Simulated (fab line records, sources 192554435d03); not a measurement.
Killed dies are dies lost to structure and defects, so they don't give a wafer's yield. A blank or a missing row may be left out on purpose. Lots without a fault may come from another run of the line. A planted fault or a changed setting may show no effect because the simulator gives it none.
Chamber matching | flow n5_finfet | N5_BEOL_M15_STRIP_36 on rie_diel-06: 4 sister chambers
The step strips in O2. 8 wafers are shown with their chamber, then 7 later ones without.

WAFERS WITH THEIR CHAMBER
wafer  | chamber | showerhead_plenum_p_Torr (Torr) | drypump_motor_current_A (A)
L074.3 | 3       | 1.97                            | 5.3
L081.2 | 3       | 1.96                            | 5.3
L081.5 | 2       | 2.13                            | 4.8
L084.1 | 0       | 2.04                            | 5.3
L084.3 | 1       | 2.23                            | 5.1
L084.4 | 2       | 2.13                            | 4.8
L087.2 | 1       | 2.23                            | 5.2
L087.4 | 0       | 2.04                            | 5.4

WAFERS WITHOUT THEIR CHAMBER
wafer  | showerhead_plenum_p_Torr (Torr) | drypump_motor_current_A (A)
L087.6 | 2.23                            | 5.2
L086.1 | 2.13                            | 4.8
L086.2 | 2.04                            | 5.3
L086.5 | 2.04                            | 5.3
L097.1 | 2.12                            | 4.8
L097.4 | 1.96                            | 5.3
L097.5 | 2.03                            | 5.3

WHICH CHAMBER EACH WENT THROUGH
wafer  | from the rows above | in truth
L087.6 | 1                   | 1
L086.1 | 2                   | 2
L086.2 | 0                   | 0
L086.5 | 0                   | 0
L097.1 | 2                   | 2
L097.4 | 3                   | 3
L097.5 | 0                   | 0
Placed correctly: 7 of 7. Can't be placed from these rows: 0. Placed wrongly: 0.
How it was worked out, from the rows above alone: a wafer's distance from a chamber is the root of the sum, over the readings, of the square of ((its reading less the chamber's mean) divided by the reading's scatter). The wafer belongs to the nearest chamber; if the next one is less than 2 further off, it can't be placed. A chamber's mean is the mean of its shown wafers. The scatter: the root of (the sum of the squares of (reading less its chamber's mean) over the shown wafers, divided by (wafers less chambers)).
